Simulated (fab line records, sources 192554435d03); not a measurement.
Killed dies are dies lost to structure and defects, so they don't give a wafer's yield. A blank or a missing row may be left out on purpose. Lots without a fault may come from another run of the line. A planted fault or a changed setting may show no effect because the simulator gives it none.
Chamber matching | flow n5_finfet | N5_FIN_SAQP_SPACER2_ETCHBACK_29 on rie_diel-03: 4 sister chambers
The step etches SiO2 in CHF3/O2, target depth 12.2 nm, time 6.1 s. 18 wafers are shown with their chamber, then 9 later ones without.

WAFERS WITH THEIR CHAMBER
wafer  | chamber | rf_vpp_V (V) | showerhead_plenum_p_Torr (Torr) | throttle_valve_pct (%)
L076.1 | 0       | 526          | 2.52                            | 18.78
L076.3 | 3       | 503          | 2.33                            | 19.19
L076.6 | 2       | 539          | 2.46                            | 19.19
L078.3 | 0       | 524          | 2.52                            | 18.78
L078.4 | 1       | 525          | 2.43                            | 18.86
L078.5 | 2       | 542          | 2.46                            | 19.20
L080.1 | 0       | 523          | 2.52                            | 18.78
L080.3 | 3       | 503          | 2.33                            | 19.21
L080.6 | 2       | 540          | 2.46                            | 19.21
L082.1 | 2       | 540          | 2.46                            | 19.23
L082.2 | 3       | 503          | 2.32                            | 19.21
L082.4 | 0       | 526          | 2.52                            | 18.80
L085.2 | 2       | 541          | 2.46                            | 19.24
L085.3 | 3       | 503          | 2.32                            | 19.24
L085.6 | 3       | 503          | 2.32                            | 19.21
L088.2 | 3       | 502          | 2.31                            | 19.24
L088.3 | 2       | 542          | 2.45                            | 19.26
L088.5 | 0       | 524          | 2.51                            | 18.82

SIGNATURES (means of the wafers above)
reading                  | chamber 0 | chamber 1 | chamber 2 | chamber 3 | scatter within a chamber
rf_vpp_V                 | 524.60    | 525.00    | 540.67    | 502.83    | 1.05
showerhead_plenum_p_Torr | 2.5180    | 2.4300    | 2.4583    | 2.3217    | 0.00565
throttle_valve_pct       | 18.7920   | 18.8600   | 19.2217   | 19.2167   | 0.0219
Rule: a wafer's distance from a chamber is the root of the sum, over the readings, of the square of ((its reading less the chamber's mean) divided by the reading's scatter). The wafer belongs to the nearest chamber; if the next one is less than 2 further off, it can't be placed. The scatter: the root of (the sum of the squares of (reading less its chamber's mean) over the shown wafers, divided by (wafers less chambers)).

WAFERS WITHOUT THEIR CHAMBER
wafer  | rf_vpp_V (V) | showerhead_plenum_p_Torr (Torr) | throttle_valve_pct (%)
L091.3 | 524          | 2.51                            | 18.86
L091.5 | 504          | 2.31                            | 19.25
L091.6 | 525          | 2.51                            | 18.83
L092.3 | 541          | 2.45                            | 19.26
L092.4 | 541          | 2.44                            | 19.27
L092.6 | 524          | 2.50                            | 18.85
L093.1 | 540          | 2.44                            | 19.29
L093.2 | 504          | 2.31                            | 19.27
L093.4 | 502          | 2.31                            | 19.26

WHICH CHAMBER EACH WENT THROUGH
wafer  | from the rows above | in truth
L091.3 | 0                   | 0
L091.5 | 3                   | 3
L091.6 | 0                   | 0
L092.3 | 2                   | 2
L092.4 | 2                   | 2
L092.6 | 0                   | 0
L093.1 | 2                   | 2
L093.2 | 3                   | 3
L093.4 | 3                   | 3
Placed correctly: 9 of 9. Can't be placed from these rows: 0. Placed wrongly: 0.
